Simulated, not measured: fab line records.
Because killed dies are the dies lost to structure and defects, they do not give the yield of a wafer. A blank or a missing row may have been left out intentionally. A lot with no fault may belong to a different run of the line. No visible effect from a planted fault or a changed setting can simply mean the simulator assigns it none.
fab line records	flow nand_harc
[record] lots = 24	wafers = 72	last_day = 34
route steps=1302 shown P_M1@302 P_M2@333 P_BONDPAD@353
lots with no fault: from the same line, run without faults
start_h: start of the lot's first displayed wafer, in hours after the record's first day	wait_h: hours from the lot's prior step to this one	" repeats the value in the row above	L1.1+2: a row that stands for several wafers	- no value present, or no start provided	* or withheld: withheld	< > ~ a bound
route shown NAME@n: NAME is a module with steps in the file, n the number in the route of the first one	usual: the fault-free wafers' mean and standard deviation	same: alike in all rows	chamber/n: place in a boat	sites: each site's reading	_std_site: standard deviation of those values	_edge_site: inner sites' mean taken away from outer sites' mean	radius_mm: for every site, how far away it sits from the centre of the wafer	mask NAME#n: copy n	behind: the most recent tool/chamber to have shaped the wafer	hold: cause of the lot's hold/its duration in hours/its outcome	device: the n, p or np transistor that did not switch	end of line: at the end of the route, the tests of the same wafers	for a step that has no rows: nothing shown but its recipe	killed: dies that structure and defects cost at the first sort, which is not the same as the wafer's yield	map: a wafer's dies, x killed, . not, _ none there
set.NAME: setting as actually run; set.NAME@STEP: the setting as run at that earlier step	model.NAME: the simulator's own value behind a step, which no gauge read
a sample of lots followed through the steps of the route, with each step as a table and each wafer as a row
services: the hour from which a tool's chamber was out of use, counted from the record's first day as start_h (under 0 if before that day), plus the number of hours and why
[[steps]]
[step NHARC_P_M1_STRIP_18]
[recipe] power_w = 1000	n2_flow_sccm = 150	h2_flow_sccm = 150	ar_flow_sccm = 0	bias_w = 0	chemistry = N2/H2
[usual] drypump_motor_current_A = 5.6/0.36	mfc_ar_sccm = 0.009/0.01	oes_product_au = 0.999/0.0098	rf_vpp_V = 90.5/0.98	showerhead_plenum_p_Torr = 2.02/0.092	throttle_valve_pct = 14.172/0.0088
lot.wafer	tool	chamber	start_h	wait_h	drypump_motor_current_A	mfc_ar_sccm	oes_product_au	rf_hours_counter_h	rf_vpp_V	showerhead_plenum_p_Torr	throttle_valve_pct
L074.1	rie_diel-10	0	128.88	0.1	5.6	0.002	1.002	4	90.5	2.00	14.185
L074.3	"	1	"	"	5.3	0.006	1.016	5	91.1	2.18	14.168
L074.5	"	0	"	"	5.7	0.002	0.999	-	90.0	2.00	14.177
L075.3	rie_diel-09	1	131.75	0.1	5.4	0.021	1.008	10	91.1	2.08	14.181
L075.1	"	0	"	"	5.4	0.001	1.011	10	89.1	1.91	14.163
L075.4	"	1	"	"	5.4	0.021	1.011	-	89.7	2.08	14.170
L076.1	rie_diel-09	0	142.39	0.1	5.3	0.001	0.996	10	89.3	1.91	14.176
L076.6	"	2	"	"	5.9	0.026	0.974	-	90.7	2.06	14.188
L076.4	"	0	"	"	5.3	0.001	0.999	-	90.9	1.91	14.162
L077.3	rie_diel-10	2	160.47	0.1	5.8	0	0.993	7	91.7	2.08	14.169
L077.6	"	0	"	"	5.6	0.002	0.993	-	88.3	2.00	14.169
L077.5	"	1	"	"	5.3	0.006	1.002	-	91.6	2.18	14.163
L078.4	rie_diel-10	0	165.59	0.1	5.7	0.002	0.986	7	90.3	2.00	14.187
L078.3	"	1	"	"	5.3	0.006	1.007	8	91.7	2.18	14.153
L078.6	"	2	"	"	5.8	0	0.993	-	90.9	2.09	14.180
L079.4	rie_diel-10	0	170.75	0.1	5.7	0.002	0.997	8	90.6	2.00	14.185
L079.1	"	1	"	"	5.3	0.006	1.008	8	92.3	2.18	14.175
L079.5	"	2	"	"	5.8	0	0.996	-	91.4	2.08	14.170
L080.4	rie_diel-09	1	186.86	0.1	5.4	0.021	1.001	3	91.9	2.08	14.161
L080.2	"	3	"	"	5.0	0.005	0.996	3	91.5	1.98	14.167
L080.6	"	2	"	"	5.9	0.026	0.995	-	90.2	2.05	14.189
L081.3	rie_diel-10	2	197.36	0.1	5.8	0	1.008	10	92.0	2.08	14.170
L081.4	"	3	"	"	5.6	0.012	1.011	10	89.4	1.89	14.170
L081.5	"	2	"	"	5.8	0	1.009	-	91.7	2.08	14.180
L082.3	rie_diel-10	0	209.97	0.1	5.7	0.002	0.997	10	91.9	2.00	14.172
L082.5	"	1	"	"	5.3	0.006	1.006	-	91.6	2.18	14.176
L082.6	"	2	"	"	5.8	0	1.011	-	91.1	2.08	14.172
L083.2	rie_diel-09	2	215.54	0.1	5.9	0.026	0.996	4	90.3	2.05	14.166
L083.1	"	3	"	"	5.0	0.005	0.983	5	90.0	1.98	14.164
L083.3	"	0	"	"	5.3	0.001	1.000	4	88.4	1.91	14.182
L084.3	rie_diel-09	2	228.31	0.1	5.9	0.026	1.002	5	90.8	2.05	14.180
L084.2	"	3	"	"	5.0	0.005	0.977	6	89.3	1.98	14.160
L084.6	"	2	"	"	5.9	0.026	1.014	-	91.2	2.05	14.185
L085.4	rie_diel-09	0	245.53	0.1	5.3	0.001	0.993	7	92.0	1.91	14.154
L085.5	"	3	"	"	5.0	0.005	0.988	-	89.4	1.98	14.163
L085.6	"	0	"	"	5.3	0.001	1.005	-	90.2	1.91	14.156
L086.2	rie_diel-12	2	248.47	0.1	5.3	0	1.007	48	90.7	1.96	14.173
L086.5	"	2	"	"	5.3	0	1.001	-	90.6	1.96	14.169
L086.6	"	3	"	"	5.9	0.024	1.002	-	91.2	2.14	14.191
L087.2	rie_diel-09	3	255.43	0.1	5.0	0.005	0.986	9	89.8	1.98	14.164
L087.3	"	1	"	"	5.3	0.021	1.008	8	90.0	2.08	14.165
L087.6	"	3	"	"	5.0	0.005	0.981	-	89.3	1.98	14.181
L088.3	rie_diel-09	0	272.51	0.1	5.3	0.001	1.000	9	88.7	1.90	14.164
L088.4	"	1	"	"	5.4	0.021	1.016	9	90.0	2.08	14.173
L088.6	"	3	"	"	5.0	0.005	0.991	-	90.9	1.97	14.166
L089.4	rie_diel-09	0	272.99	0.1	5.3	0.001	1.008	9	88.4	1.90	14.168
L089.3	"	1	"	"	5.4	0.021	1.004	9	92.0	2.08	14.174
L089.5	"	1	"	"	5.4	0.021	0.999	-	91.5	2.08	14.165
L090.3	rie_diel-09	2	292.15	0.1	5.9	0.026	1.005	10	90.0	2.05	14.166
L090.2	"	3	"	"	5.0	0.005	0.987	11	90.5	1.97	14.166
L090.6	"	2	"	"	5.9	0.026	0.991	-	90.5	2.05	14.187
L091.1	rie_diel-10	2	295.36	0.1	5.8	0	0.984	3	91.1	2.08	14.180
L091.4	"	3	"	"	5.7	0.012	1.019	3	91.7	1.89	14.170
L091.6	"	1	"	"	5.3	0.006	0.996	-	92.3	2.18	14.187
L092.4	rie_diel-09	3	304.09	0.1	5.1	0.005	0.990	11	90.4	1.98	14.165
L092.3	"	2	"	"	5.9	0.026	0.994	11	90.1	2.05	14.171
L092.5	"	3	"	"	5.1	0.005	0.981	-	90.9	1.97	14.169
L093.2	rie_diel-10	2	317.54	0.1	5.8	0	0.994	4	90.5	2.08	14.178
L093.4	"	3	"	"	5.7	0.012	1.024	5	90.5	1.89	14.171
L093.3	"	0	"	"	5.6	0.002	0.977	5	91.3	2.00	14.191
L094.4	rie_diel-12	2	335.01	0.1	5.3	0	1.005	15	91.2	1.95	14.181
L094.6	"	3	"	"	5.9	0.024	0.996	-	91.1	2.14	14.181
L094.5	"	0	"	"	5.8	0	0.989	-	89.9	1.90	14.172
L095.4	rie_diel-10	2	346.77	0.1	5.8	0	0.993	7	90.8	2.08	14.171
L095.2	"	0	"	"	5.7	0.002	0.978	8	90.8	2.00	14.180
L095.5	"	3	"	"	5.6	0.012	1.018	-	88.7	1.89	14.174
L096.1	rie_diel-12	0	349.53	0.1	5.8	0	0.996	18	89.1	1.90	14.191
L096.4	"	1	"	"	6.7	0	0.983	19	91.3	2.12	14.170
L096.5	"	0	"	"	5.8	0	0.992	-	89.9	1.90	14.176
L097.3	rie_diel-12	1	356.68	0.1	6.7	0	0.995	21	91.6	2.12	14.167
L097.1	"	3	"	"	5.9	0.024	1.008	18	91.0	2.14	14.180
L097.5	"	1	"	"	6.7	0	0.995	-	90.6	2.12	14.168
[step NHARC_P_M1_DEP_33]
[recipe] target_thk_a = 300	temp_c = 370	target_thk_nm = 30	pressure_torr = 3	flow_sccm = 200	rf_w = 450	material = SiCN
[usual] heater_power_w = 611/97
lot.wafer	tool	chamber	start_h	wait_h	heater_power_w
L074.3	pecvd-03	0	131.18	0.1	687
L074.1	"	2	"	"	509
L074.5	"	2	"	"	503
L075.3	pecvd-04	1	134.47	0.1	582
L075.1	"	2	"	"	746
L075.4	"	2	"	"	764
L076.1	pecvd-04	1	144.91	0.1	587
L076.4	"	2	"	"	702
L076.6	"	1	"	"	589
L077.3	pecvd-03	2	162.80	0.1	468
L077.5	"	1	"	"	542
L077.6	"	2	"	"	481
L078.3	pecvd-04	1	168.09	0.1	615
L078.6	"	0	"	"	470
L078.4	"	1	"	"	627
L079.1	pecvd-04	1	173.09	0.1	534
L079.5	"	0	"	"	553
L079.4	"	2	"	"	630
L080.2	pecvd-04	0	189.29	0.1	496
L080.6	"	1	"	"	600
L080.4	"	0	"	"	494
L081.3	pecvd-01	2	199.67	0.1	532
L081.4	"	2	"	"	538
L081.5	"	1	"	"	741
L082.3	pecvd-03	1	212.34	0.1	534
L082.6	"	2	"	"	482
L082.5	"	1	"	"	520
L083.1	pecvd-04	0	217.88	0.1	563
L083.2	"	1	"	"	535
L083.3	"	2	"	"	732
L084.3	pecvd-01	2	230.71	0.1	485
L084.2	"	0	"	"	576
L084.6	"	2	"	"	484
L085.4	pecvd-04	1	247.98	0.2	618
L085.6	"	2	"	"	730
L085.5	"	0	"	"	503
L086.2	pecvd-01	2	251.36	0.1	502
L086.6	"	1	"	"	767
L086.5	"	0	"	"	615
L087.2	pecvd-04	0	257.81	0.1	519
L087.3	"	1	"	"	625
L087.6	"	1	"	"	616
L088.3	pecvd-03	0	274.88	0.1	668
L088.4	"	1	"	"	563
L088.6	"	2	"	"	483
L089.3	pecvd-03	0	275.41	0.1	676
L089.5	"	1	"	"	538
L089.4	"	0	"	"	693
L090.3	pecvd-01	1	294.47	0.1	717
L090.2	"	0	"	"	593
L090.6	"	0	"	"	597
L091.1	pecvd-01	0	297.73	0.1	577
L091.6	"	1	"	"	725
L091.4	"	0	"	"	559
L092.3	pecvd-01	1	306.85	0.4	689
L092.4	"	1	"	"	684
L092.5	"	1	"	"	677
L093.2	pecvd-04	0	319.90	0.1	539
L093.3	"	1	"	"	616
L093.4	"	2	"	"	843
L094.4	pecvd-04	2	337.41	0.2	802
L094.5	"	0	"	"	499
L094.6	"	1	"	"	573
L095.2	pecvd-04	1	349.19	0.1	570
L095.4	"	0	"	"	558
L095.5	"	1	"	"	568
L096.1	pecvd-03	0	351.92	0.1	701
L096.5	"	1	"	"	586
L096.4	"	0	"	"	694
L097.3	pecvd-01	1	359.08	0.1	762
L097.1	"	2	"	"	521
L097.5	"	2	"	"	531
[step NHARC_P_M2_ETCH_15]
[recipe] target_depth_a = 1825	time_s = 91.2	c4f8_flow_sccm = withheld	ar_flow_sccm = 400	rf_w = 600	bias_w = 300	chemistry = C4F8/Ar
[usual] oes_product_au = 0.940/0.02	rf_vpp_V = 441.9/2.5
lot.wafer	tool	chamber	start_h	wait_h	oes_product_au	rf_hours_counter_h	rf_vpp_V
L074.3	rie_diel-11	0	-	-	0.935	2.3	440.6
L074.1	"	1	"	"	0.933	1.7	440.1
L074.5	"	1	"	"	0.924	-	438.5
L075.3	rie_diel-03	2	-	-	0.928	0.4	442.1
L075.1	"	3	"	"	0.927	0.4	445.0
L075.4	"	0	"	"	0.921	0.5	439.2
L076.4	rie_diel-11	3	-	-	0.925	3.1	444.1
L076.1	"	0	"	"	0.930	2.6	441.1
L076.6	"	1	"	"	0.943	-	440.5
L077.3	rie_diel-13	0	-	-	0.931	8.0	444.6
L077.6	"	0	"	"	0.928	-	443.2
L077.5	"	1	"	"	0.977	-	444.5
L078.4	rie_diel-11	0	-	-	0.933	3.7	438.6
L078.3	"	2	"	"	0.938	3.5	443.4
L078.6	"	0	"	"	0.938	-	441.2
L079.4	rie_diel-13	0	-	-	0.966	0.0	442.0
L079.1	"	1	"	"	0.953	0.0	443.8
L079.5	"	3	"	"	0.983	-	441.7
L080.4	rie_diel-11	1	-	-	0.940	4.6	439.0
L080.2	"	2	"	"	0.932	4.3	444.3
L080.6	"	0	"	"	0.936	-	440.6
L081.3	rie_diel-13	1	-	-	0.936	1.6	443.5
L081.4	"	0	"	"	0.964	1.4	444.5
L081.5	"	2	"	"	0.938	-	437.3
L082.3	rie_diel-03	2	-	-	0.934	5.1	442.1
L082.6	"	1	"	"	0.923	-	442.1
L082.5	"	2	"	"	0.933	-	443.4
L083.1	rie_diel-13	2	-	-	0.947	2.4	435.2
L083.3	"	0	"	"	0.969	2.2	443.5
L083.2	"	1	"	"	0.959	2.2	443.7
L084.2	rie_diel-13	3	-	-	0.964	2.4	442.4
L084.3	"	0	"	"	0.976	2.4	444.3
L084.6	"	3	"	"	0.965	-	441.7
L085.4	rie_diel-13	2	-	-	0.902	3.5	436.6
L085.5	"	0	"	"	0.931	-	443.4
L085.6	"	1	"	"	0.929	-	443.6
L086.2	rie_diel-13	1	-	-	0.950	3.3	442.5
L086.5	"	1	"	"	0.943	-	443.8
L086.6	"	2	"	"	0.927	-	437.7
L087.3	rie_diel-13	3	-	-	0.986	3.8	442.9
L087.2	"	2	"	"	0.948	4.2	436.9
L087.6	"	3	"	"	0.983	-	443.0
L088.4	rie_diel-13	0	-	-	0.937	4.3	445.2
L088.3	"	1	"	"	0.932	4.3	443.2
L088.6	"	3	"	"	0.960	-	442.8
L089.4	rie_diel-13	3	-	-	0.955	4.3	440.8
L089.3	"	1	"	"	0.956	4.4	443.6
L089.5	"	3	"	"	0.967	-	442.2
L090.3	rie_diel-13	1	-	-	0.914	5.2	442.8
L090.2	"	2	"	"	0.908	5.6	437.5
L090.6	"	0	"	"	0.937	-	443.8
L091.1	rie_diel-11	3	-	-	0.922	2.5	444.7
L091.4	"	0	"	"	0.919	1.6	440.4
L091.6	"	2	"	"	0.935	-	444.3
L092.3	rie_diel-11	2	-	-	0.940	3.7	444.2
L092.4	"	0	"	"	0.926	2.2	439.1
L092.5	"	2	"	"	0.940	-	443.7
L093.4	rie_diel-13	0	-	-	0.935	6.7	442.7
L093.2	"	2	"	"	0.899	6.9	437.7
L093.3	"	3	"	"	0.919	6.6	442.0
L094.4	rie_diel-11	2	-	-	0.944	4.2	443.5
L094.5	"	0	"	"	0.922	-	440.6
L094.6	"	1	"	"	0.916	-	440.1
L095.2	rie_diel-03	3	-	-	0.942	3.8	444.2
L095.4	"	0	"	"	0.927	4.4	439.6
L095.5	"	2	"	"	0.931	-	441.4
L096.4	rie_diel-11	2	-	-	0.930	4.9	444.7
L096.1	"	0	"	"	0.920	4.3	439.4
L096.5	"	2	"	"	0.936	-	445.8
L097.1	rie_diel-13	0	-	-	0.969	0.9	443.7
L097.3	"	2	"	"	0.993	1.2	438.0
L097.5	"	3	"	"	0.991	-	442.1
[step NHARC_P_M2_ETCH_28]
[recipe] target_depth_a = 300	over_etch_frac = 0.3	time_s = 72.99	ion_energy_ev = 150	cf4_flow_sccm = 50	n2_flow_sccm = 100	ar_flow_sccm = 150	rf_w = 300	bias_w = 100	chemistry = CF4/N2
[usual] drypump_motor_current_A = 5.9/0.36	mfc_ar_sccm = 150.0/0.46	oes_product_au = 1.005/0.011	rf_vpp_V = 315.1/1.9	showerhead_plenum_p_Torr = 2.68/0.098	throttle_valve_pct = 19.795/0.0092
lot.wafer	tool	chamber	start_h	wait_h	drypump_motor_current_A	mfc_ar_sccm	oes_product_au	rf_hours_counter_h	rf_vpp_V	showerhead_plenum_p_Torr	throttle_valve_pct
L074.1	rie_diel-03	3	-	-	5.9	150.3	0.998	0.3	315.8	2.76	19.787
L074.3	"	1	"	"	5.8	150.2	0.988	0.4	314.8	2.66	19.792
L074.5	"	0	"	"	5.9	150.0	1.010	-	312.7	2.55	19.793
L075.1	rie_diel-03	0	-	-	5.9	149.9	1.005	0.5	312.2	2.55	19.792
L075.3	"	2	"	"	5.7	149.5	1.000	0.4	316.7	2.70	19.799
L075.4	"	3	"	"	5.9	149.9	1.010	0.5	315.4	2.76	19.788
L076.4	rie_diel-03	0	-	-	5.9	150.0	1.020	0.8	313.2	2.55	19.795
L076.1	"	2	"	"	5.7	150.0	1.015	0.7	315.0	2.70	19.785
L076.6	"	1	"	"	5.7	150.4	0.993	-	316.0	2.67	19.792
L077.3	rie_diel-13	2	-	-	6.1	149.4	1.004	7.2	310.9	2.46	19.773
L077.6	"	0	"	"	6.5	149.5	1.012	-	316.4	2.76	19.780
L077.5	"	1	"	"	5.8	149.5	1.014	-	315.1	2.71	19.785
L078.3	rie_diel-11	2	-	-	6.3	149.5	1.014	3.6	316.6	2.79	19.798
L078.4	"	0	"	"	5.3	150.2	1.021	3.8	313.5	2.62	19.788
L078.6	"	3	"	"	5.5	150.2	1.001	-	317.0	2.82	19.787
L079.4	rie_diel-03	1	-	-	5.8	150.5	0.995	3.0	314.4	2.66	19.795
L079.1	"	3	"	"	5.9	150.0	0.998	2.2	316.5	2.75	19.790
L079.5	"	1	"	"	5.8	150.7	1.007	-	314.6	2.66	19.798
L080.2	rie_diel-11	1	-	-	6.2	149.7	1.021	4.7	314.3	2.58	19.785
L080.4	"	2	"	"	6.4	149.3	1.008	4.4	315.9	2.79	19.803
L080.6	"	1	"	"	6.2	150.7	1.025	-	314.8	2.58	19.781
L081.3	rie_diel-11	3	-	-	5.5	149.7	1.005	5.2	317.3	2.82	19.799
L081.4	"	1	"	"	6.2	150.2	1.025	5.1	312.3	2.58	19.788
L081.5	"	3	"	"	5.5	149.6	1.002	-	320.1	2.82	19.801
L082.3	rie_diel-03	2	-	-	5.8	149.5	1.006	5.2	314.4	2.70	19.806
L082.6	"	1	"	"	5.8	150.0	1.007	-	315.7	2.66	19.799
L082.5	"	3	"	"	5.9	150.1	1.006	-	316.2	2.75	19.788
L083.2	rie_diel-11	1	-	-	6.1	149.3	1.024	7.2	312.2	2.58	19.798
L083.3	"	3	"	"	5.5	150.0	0.998	7.3	317.5	2.82	19.813
L083.1	"	0	"	"	5.3	150.3	0.989	5.7	314.8	2.62	19.799
L084.2	rie_diel-11	0	-	-	5.3	150.4	0.998	5.9	313.0	2.62	19.794
L084.3	"	2	"	"	6.4	149.7	1.018	7.0	316.2	2.79	19.788
L084.6	"	0	"	"	5.3	150.5	1.002	-	314.6	2.62	19.793
L085.4	rie_diel-11	1	-	-	6.2	149.9	1.019	7.7	313.2	2.58	19.810
L085.6	"	3	"	"	5.5	149.8	0.997	-	318.3	2.82	19.803
L085.5	"	0	"	"	5.3	149.6	1.000	-	314.6	2.62	19.791
L086.2	rie_diel-11	1	-	-	6.2	150.9	1.020	7.8	313.8	2.58	19.807
L086.5	"	1	"	"	6.2	149.9	1.024	-	312.7	2.57	19.794
L086.6	"	2	"	"	6.4	150.4	1.009	-	318.8	2.79	19.808
L087.3	rie_diel-13	3	-	-	5.5	150.2	1.006	4.0	314.6	2.71	19.785
L087.2	"	2	"	"	6.1	150.1	0.971	4.2	312.0	2.46	19.793
L087.6	"	0	"	"	6.5	150.7	1.006	-	317.4	2.76	19.793
L088.3	rie_diel-03	2	-	-	5.7	149.7	1.007	9.5	315.8	2.70	19.794
L088.4	"	0	"	"	5.9	149.3	1.010	7.3	312.4	2.55	19.813
L088.6	"	1	"	"	5.8	149.6	1.000	-	313.9	2.66	19.788
L089.4	rie_diel-11	0	-	-	5.3	150.7	1.006	1.0	313.4	2.62	19.805
L089.3	"	2	"	"	6.4	149.6	1.027	1.8	316.9	2.78	19.793
L089.5	"	0	"	"	5.3	149.7	0.993	-	314.4	2.62	19.800
L090.2	rie_diel-13	3	-	-	5.6	150.4	1.001	5.3	315.1	2.71	19.794
L090.3	"	1	"	"	5.8	149.1	0.994	5.3	315.9	2.71	19.784
L090.6	"	2	"	"	6.1	150.3	0.987	-	310.8	2.46	19.795
L091.1	rie_diel-13	3	-	-	5.5	150.1	1.007	5.8	315.6	2.71	19.796
L091.4	"	1	"	"	5.9	149.5	1.001	5.6	316.9	2.71	19.804
L091.6	"	0	"	"	6.5	149.2	1.014	-	314.1	2.76	19.798
L092.3	rie_diel-03	2	-	-	5.7	149.7	0.997	0.8	316.5	2.70	19.801
L092.4	"	0	"	"	5.8	150.2	1.030	1.0	312.6	2.55	19.803
L092.5	"	2	"	"	5.7	149.7	1.000	-	314.8	2.69	19.815
L093.4	rie_diel-11	1	-	-	6.2	150.1	1.008	3.2	313.3	2.57	19.793
L093.2	"	2	"	"	6.4	150.4	1.018	3.8	318.4	2.78	19.794
L093.3	"	0	"	"	5.3	150.6	0.991	2.8	312.4	2.62	19.792
L094.4	rie_diel-13	1	-	-	5.9	148.8	1.000	8.3	315.7	2.71	19.790
L094.6	"	2	"	"	6.1	150.5	0.984	-	311.2	2.46	19.796
L094.5	"	3	"	"	5.6	150.1	0.995	-	315.9	2.71	19.794
L095.2	rie_diel-03	0	-	-	5.9	149.8	1.025	4.5	312.4	2.55	19.787
L095.4	"	1	"	"	5.8	150.3	0.996	4.6	313.8	2.66	19.785
L095.5	"	2	"	"	5.7	150.7	0.996	-	315.7	2.69	19.800
L096.4	rie_diel-11	0	-	-	5.3	150.4	1.011	4.3	313.7	2.62	19.811
L096.1	"	1	"	"	6.1	150.4	1.005	4.8	313.1	2.57	19.785
L096.5	"	2	"	"	6.4	150.0	1.007	-	316.1	2.78	19.800
L097.3	rie_diel-13	0	-	-	6.5	149.2	1.008	1.0	315.3	2.76	19.807
L097.1	"	2	"	"	6.1	150.1	0.991	1.3	311.4	2.46	19.793
L097.5	"	3	"	"	5.5	150.8	1.001	-	313.6	2.70	19.794
[step NHARC_P_BONDPAD_THK_MEAS_33]
[recipe] thk_meas_gauge = ellipsometry
[usual] thk_nm = 200.1/1.5
lot.wafer	tool	chamber	start_h	wait_h	thk_nm
L074.1	film_metro-02	-	136.46	0.2	202.8
L074.3	"	-	"	"	201.2
L074.5	"	-	"	"	202.6
L075.1	film_metro-02	-	139.55	0.2	200.2
L075.3	"	-	"	"	200.8
L075.4	"	-	"	"	200.7
L076.1	film_metro-01	-	150.06	0.2	198.2
L076.4	"	-	"	"	200.3
L076.6	"	-	"	"	200.9
L077.3	film_metro-01	-	167.89	0.2	199.1
L077.5	"	-	"	"	200.6
L077.6	"	-	"	"	200.5
L078.3	film_metro-02	-	173.07	0.2	202.4
L078.4	"	-	"	"	200.3
L078.6	"	-	"	"	200.6
L079.1	film_metro-02	-	178.11	0.1	201.5
L079.4	"	-	"	"	203.0
L079.5	"	-	"	"	201.1
L080.2	film_metro-02	-	194.42	0.2	199.8
L080.4	"	-	"	"	201.5
L080.6	"	-	"	"	200.3
L081.3	film_metro-01	-	204.87	0.2	203.5
L081.4	"	-	"	"	199.6
L081.5	"	-	"	"	198.3
L082.3	film_metro-01	-	217.61	0.2	201.8
L082.5	"	-	"	"	198.0
L082.6	"	-	"	"	197.9
L083.1	film_metro-02	-	223.19	0.2	199.6
L083.2	"	-	"	"	198.3
L083.3	"	-	"	"	198.1
L084.2	film_metro-02	-	235.92	0.2	200.8
L084.3	"	-	"	"	197.4
L084.6	"	-	"	"	201.5
L085.4	film_metro-01	-	253.25	0.2	200.0
L085.5	"	-	"	"	198.2
L085.6	"	-	"	"	199.7
L086.2	film_metro-01	-	256.53	0.1	200.4
L086.5	"	-	"	"	200.5
L086.6	"	-	"	"	202.8
L087.2	film_metro-01	-	263.05	0.2	197.8
L087.3	"	-	"	"	200.5
L087.6	"	-	"	"	200.9
L088.3	film_metro-01	-	280.03	0.2	197.9
L088.4	"	-	"	"	199.3
L088.6	"	-	"	"	199.2
L089.3	film_metro-01	-	280.53	0.2	199.9
L089.4	"	-	"	"	200.0
L089.5	"	-	"	"	200.7
L090.2	film_metro-02	-	300.13	0.2	198.8
L090.3	"	-	"	"	197.8
L090.6	"	-	"	"	201.2
L091.1	film_metro-01	-	303.04	0.2	200.3
L091.4	"	-	"	"	201.2
L091.6	"	-	"	"	200.1
L092.3	film_metro-01	-	312.88	0.2	202.1
L092.4	"	-	"	"	199.2
L092.5	"	-	"	"	199.4
L093.2	film_metro-01	-	325.18	0.2	200.1
L093.3	"	-	"	"	199.6
L093.4	"	-	"	"	199.2
L094.4	film_metro-01	-	342.38	0.2	199.3
L094.5	"	-	"	"	202.8
L094.6	"	-	"	"	201.0
L095.2	film_metro-02	-	354.45	0.2	199.2
L095.4	"	-	"	"	197.7
L095.5	"	-	"	"	197.3
L096.1	film_metro-02	-	356.95	0.2	201.2
L096.4	"	-	"	"	201.9
L096.5	"	-	"	"	198.9
L097.1	film_metro-02	-	364.28	0.2	201.2
L097.3	"	-	"	"	200.3
L097.5	"	-	"	"	200.1
[step NHARC_P_BONDPAD_ANNEAL_28]
[recipe] temp_c = 225	time_s = 90
[usual] anneal_temp_c_max = 226.9/0.32	wafer_temp_C_max = 225.99/0.23
lot.wafer	tool	chamber	start_h	wait_h	anneal_temp_c_max	wafer_temp_C_max
L074.1	rtp_anneal-02	0	138.91	-	227.1	226.34
L074.3	"	0	"	"	226.4	225.81
L074.5	"	0	"	"	226.9	226.11
L075.1	rtp_anneal-01	0	141.91	0.4	226.8	225.84
L075.3	"	0	"	"	226.8	225.41
L075.4	"	0	"	"	227.3	226.18
L076.1	rtp_anneal-01	0	152.54	0.3	226.2	226.08
L076.4	"	0	"	"	226.3	225.82
L076.6	"	0	"	"	226.4	225.88
L077.3	rtp_anneal-02	0	170.48	0.3	226.7	226.02
L077.5	"	0	"	"	226.6	226.22
L077.6	"	0	"	"	227.0	226.43
L078.3	rtp_anneal-01	0	175.49	0.3	226.4	226.61
L078.4	"	0	"	"	226.5	225.96
L078.6	"	0	"	"	226.9	226.26
L079.1	rtp_anneal-01	0	180.70	0.4	226.3	226.04
L079.4	"	0	"	"	227.2	226.30
L079.5	"	0	"	"	227.0	225.74
L080.2	rtp_anneal-01	0	196.82	-	227.2	226.28
L080.4	"	0	"	"	226.7	225.94
L080.6	"	0	"	"	227.4	226.37
L081.3	rtp_anneal-02	0	207.53	0.4	227.2	225.93
L081.4	"	0	"	"	227.1	225.63
L081.5	"	0	"	"	226.8	226.19
L082.3	rtp_anneal-01	0	220.17	0.3	227.0	225.95
L082.5	"	0	"	"	226.9	225.87
L082.6	"	0	"	"	226.6	225.91
L083.1	rtp_anneal-01	0	225.51	-	227.0	225.87
L083.2	"	0	"	"	226.7	225.79
L083.3	"	0	"	"	227.1	225.92
L084.2	rtp_anneal-01	0	238.43	0.4	227.2	225.87
L084.3	"	0	"	"	227.0	226.32
L084.6	"	0	"	"	227.0	225.98
L085.4	rtp_anneal-01	0	255.76	-	227.0	225.45
L085.5	"	0	"	"	227.2	225.70
L085.6	"	0	"	"	226.8	225.80
L086.2	rtp_anneal-01	0	259.10	-	226.6	226.02
L086.5	"	0	"	"	227.4	225.89
L086.6	"	0	"	"	227.2	226.03
L087.2	rtp_anneal-02	0	265.60	-	226.8	226.10
L087.3	"	0	"	"	227.3	225.80
L087.6	"	0	"	"	227.0	225.57
L088.3	rtp_anneal-01	0	282.63	-	226.7	225.82
L088.4	"	0	"	"	227.2	225.90
L088.6	"	0	"	"	226.9	225.91
L089.3	rtp_anneal-01	0	283.11	0.3	227.1	225.97
L089.4	"	0	"	"	227.0	226.23
L089.5	"	0	"	"	226.7	226.29
L090.2	rtp_anneal-01	0	302.75	0.4	226.7	225.86
L090.3	"	0	"	"	227.1	225.82
L090.6	"	0	"	"	226.6	225.59
L091.1	rtp_anneal-02	0	305.64	0.3	226.7	225.92
L091.4	"	0	"	"	226.7	226.25
L091.6	"	0	"	"	226.9	226.01
L092.3	rtp_anneal-01	0	315.51	0.3	226.9	226.31
L092.4	"	0	"	"	226.7	225.80
L092.5	"	0	"	"	227.1	226.09
L093.2	rtp_anneal-01	0	327.55	-	227.0	226.10
L093.3	"	0	"	"	227.7	226.35
L093.4	"	0	"	"	226.6	225.99
L094.4	rtp_anneal-01	0	345.03	-	226.9	225.96
L094.5	"	0	"	"	226.9	226.03
L094.6	"	0	"	"	226.9	225.98
L095.2	rtp_anneal-01	0	357.09	0.3	226.8	225.69
L095.4	"	0	"	"	227.2	225.81
L095.5	"	0	"	"	226.7	225.65
L096.1	rtp_anneal-02	0	359.32	-	227.8	226.38
L096.4	"	0	"	"	226.8	226.06
L096.5	"	0	"	"	226.8	225.81
L097.1	rtp_anneal-02	0	366.75	-	227.1	225.91
L097.3	"	0	"	"	227.4	225.80
L097.5	"	0	"	"	226.7	225.88
[[services]]
tool	chamber	start_h	hours	kind
rie_diel-03	-	105.01	9.0	pm
rie_diel-09	3	105.67	6.6	repair
rie_diel-09	1	109.98	3.7	repair
rie_diel-13	2	113.02	9.4	repair
rie_diel-11	3	115.96	2.5	repair
rie_diel-11	1	121.85	6.4	repair
rie_diel-11	2	122.63	10.9	repair
rie_diel-09	3	123.34	12.3	repair
rie_diel-09	3	136.03	16.1	repair
rie_diel-09	-	138.65	0.7	repair
rie_diel-09	-	143.10	9.0	pm
rie_diel-03	1	155.59	4.8	repair
rie_diel-09	-	160.98	0.4	repair
rie_diel-13	-	165.00	9.0	pm
rie_diel-09	0	188.24	18.5	repair
rie_diel-11	0	204.59	4.2	repair
rie_diel-03	0	209.83	7.8	repair
rie_diel-13	3	213.86	12.8	repair
rie_diel-03	2	242.91	4.0	repair
rie_diel-11	-	255.53	9.0	pm
rie_diel-13	-	274.15	1.1	repair
rie_diel-11	-	295.56	1.2	repair
rie_diel-11	2	309.67	11.1	repair
rie_diel-13	-	342.00	9.0	pm
[[key]]
fault none
